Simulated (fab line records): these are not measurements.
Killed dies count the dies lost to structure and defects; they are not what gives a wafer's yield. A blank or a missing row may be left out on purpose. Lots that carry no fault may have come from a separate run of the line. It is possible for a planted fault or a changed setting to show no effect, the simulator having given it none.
Chamber matching :: flow nand harc :: 4 sister chambers for NHARC_P_GATE_ETCH_32 on rie si-03
The step etches the open film in HBr/Cl2, target depth 150 nm, time 100.1 s. 8 wafers are shown with their chamber, then 7 later ones without.

WAFERS, EACH WITH ITS CHAMBER
wafer: L725.2
chamber: 3
drypump motor current A (A): 5.48
oes product au (a.u.): 1.001

wafer: L725.4
chamber: 2
drypump motor current A (A): 5.67
oes product au (a.u.): 1.021

wafer: L729.1
chamber: 2
drypump motor current A (A): 5.67
oes product au (a.u.): 1.002

wafer: L730.1
chamber: 1
drypump motor current A (A): 5.23
oes product au (a.u.): 1.010

wafer: L730.2
chamber: 0
drypump motor current A (A): 5.50
oes product au (a.u.): 0.998

wafer: L730.4
chamber: 3
drypump motor current A (A): 5.50
oes product au (a.u.): 0.998

wafer: L731.1
chamber: 1
drypump motor current A (A): 5.22
oes product au (a.u.): 0.996

wafer: L731.4
chamber: 0
drypump motor current A (A): 5.50
oes product au (a.u.): 0.990

WAFERS WITHOUT THEIR CHAMBER
wafer: L731.5
drypump motor current A (A): 5.49
oes product au (a.u.): 0.997

wafer: L732.2
drypump motor current A (A): 5.50
oes product au (a.u.): 0.989

wafer: L732.3
drypump motor current A (A): 5.21
oes product au (a.u.): 0.998

wafer: L732.6
drypump motor current A (A): 5.69
oes product au (a.u.): 0.996

wafer: L734.2
drypump motor current A (A): 5.23
oes product au (a.u.): 0.991

wafer: L734.4
drypump motor current A (A): 5.48
oes product au (a.u.): 0.996

wafer: L734.5
drypump motor current A (A): 5.23
oes product au (a.u.): 0.994

WHICH CHAMBER EACH WENT THROUGH
wafer: L731.5
from the rows above: can't be placed: 3 or 0
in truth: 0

wafer: L732.2
from the rows above: can't be placed: 0 or 3
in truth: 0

wafer: L732.3
from the rows above: 1
in truth: 1

wafer: L732.6
from the rows above: 2
in truth: 2

wafer: L734.2
from the rows above: 1
in truth: 1

wafer: L734.4
from the rows above: can't be placed: 3 or 0
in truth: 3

wafer: L734.5
from the rows above: 1
in truth: 1
Correctly placed: 4 of 7. Unplaceable from these rows: 3, with the true chamber sitting among the candidates in 3. Number placed wrongly: 0.
How it was worked out, from the rows above alone: a wafer's distance from a chamber is the root of the sum, over the readings, of the square of ((its reading less the chamber's mean) divided by the reading's scatter). The wafer belongs to the nearest chamber; if the next one is less than 2 further off, it can't be placed. A chamber's mean is the mean of its shown wafers. The scatter: the root of (the sum of the squares of (reading less its chamber's mean) over the shown wafers, divided by (wafers less chambers)).
